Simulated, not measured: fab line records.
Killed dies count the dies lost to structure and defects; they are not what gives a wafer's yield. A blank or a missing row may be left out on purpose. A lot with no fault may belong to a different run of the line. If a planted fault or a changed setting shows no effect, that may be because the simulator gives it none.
Matching of chambers / flow n5_finfet / rie_diel-01 running N5_FIN_SAQP_SPACER1_ETCHBACK_25: 3 sister chambers
The step etches SiO2 in CHF3/O2, target depth 24.4 nm, time 12.2 s. 14 wafers are shown with their chamber, then 5 later ones without.

WAFERS WITH THEIR CHAMBER
wafer=L074.1; chamber=2; rf_vpp_V (V)=525; showerhead_plenum_p_Torr (Torr)=2.33; drypump_motor_current_A (A)=5.6
wafer=L074.3; chamber=1; rf_vpp_V (V)=534; showerhead_plenum_p_Torr (Torr)=2.46; drypump_motor_current_A (A)=6.2
wafer=L074.4; chamber=0; rf_vpp_V (V)=515; showerhead_plenum_p_Torr (Torr)=2.32; drypump_motor_current_A (A)=5.9
wafer=L078.3; chamber=0; rf_vpp_V (V)=513; showerhead_plenum_p_Torr (Torr)=2.32; drypump_motor_current_A (A)=5.9
wafer=L078.4; chamber=2; rf_vpp_V (V)=523; showerhead_plenum_p_Torr (Torr)=2.33; drypump_motor_current_A (A)=5.6
wafer=L078.5; chamber=2; rf_vpp_V (V)=524; showerhead_plenum_p_Torr (Torr)=2.33; drypump_motor_current_A (A)=5.5
wafer=L079.1; chamber=2; rf_vpp_V (V)=524; showerhead_plenum_p_Torr (Torr)=2.33; drypump_motor_current_A (A)=5.6
wafer=L079.3; chamber=1; rf_vpp_V (V)=535; showerhead_plenum_p_Torr (Torr)=2.45; drypump_motor_current_A (A)=6.1
wafer=L079.4; chamber=0; rf_vpp_V (V)=514; showerhead_plenum_p_Torr (Torr)=2.32; drypump_motor_current_A (A)=5.9
wafer=L089.1; chamber=0; rf_vpp_V (V)=513; showerhead_plenum_p_Torr (Torr)=2.31; drypump_motor_current_A (A)=5.9
wafer=L089.4; chamber=1; rf_vpp_V (V)=535; showerhead_plenum_p_Torr (Torr)=2.45; drypump_motor_current_A (A)=6.2
wafer=L089.5; chamber=2; rf_vpp_V (V)=524; showerhead_plenum_p_Torr (Torr)=2.32; drypump_motor_current_A (A)=5.6
wafer=L093.3; chamber=2; rf_vpp_V (V)=525; showerhead_plenum_p_Torr (Torr)=2.32; drypump_motor_current_A (A)=5.6
wafer=L093.5; chamber=0; rf_vpp_V (V)=514; showerhead_plenum_p_Torr (Torr)=2.31; drypump_motor_current_A (A)=5.9

SIGNATURES (means of the wafers above)
reading=rf_vpp_V; chamber 0=513.80; chamber 1=534.67; chamber 2=524.17; scatter within a chamber=0.757
reading=showerhead_plenum_p_Torr; chamber 0=2.3160; chamber 1=2.4533; chamber 2=2.3267; scatter within a chamber=0.00539
reading=drypump_motor_current_A; chamber 0=5.900; chamber 1=6.167; chamber 2=5.583; scatter within a chamber=0.0369
Rule: distance of a wafer from a chamber = root of the sum over the readings of ((wafer's reading minus chamber's mean) / reading's scatter) squared. The wafer belongs to the nearest chamber; if the next one is less than 2 further off, it can't be placed. How the scatter is found: for the shown wafers, subtract from each reading the mean of its chamber, square and add these, divide the total by (wafers less chambers), then take the root.

WAFERS WITH NO CHAMBER GIVEN
wafer=L095.1; rf_vpp_V (V)=534; showerhead_plenum_p_Torr (Torr)=2.44; drypump_motor_current_A (A)=6.2
wafer=L095.4; rf_vpp_V (V)=515; showerhead_plenum_p_Torr (Torr)=2.31; drypump_motor_current_A (A)=5.9
wafer=L095.6; rf_vpp_V (V)=513; showerhead_plenum_p_Torr (Torr)=2.31; drypump_motor_current_A (A)=5.9
wafer=L097.3; rf_vpp_V (V)=524; showerhead_plenum_p_Torr (Torr)=2.32; drypump_motor_current_A (A)=5.6
wafer=L097.6; rf_vpp_V (V)=514; showerhead_plenum_p_Torr (Torr)=2.30; drypump_motor_current_A (A)=5.9

CHAMBER TAKEN BY EACH
wafer=L095.1; from the rows above=1; in truth=1
wafer=L095.4; from the rows above=0; in truth=0
wafer=L095.6; from the rows above=0; in truth=0
wafer=L097.3; from the rows above=2; in truth=2
wafer=L097.6; from the rows above=0; in truth=0
5 of 5 placed correctly. From these rows, 0 cannot be placed. Placed wrongly: 0.
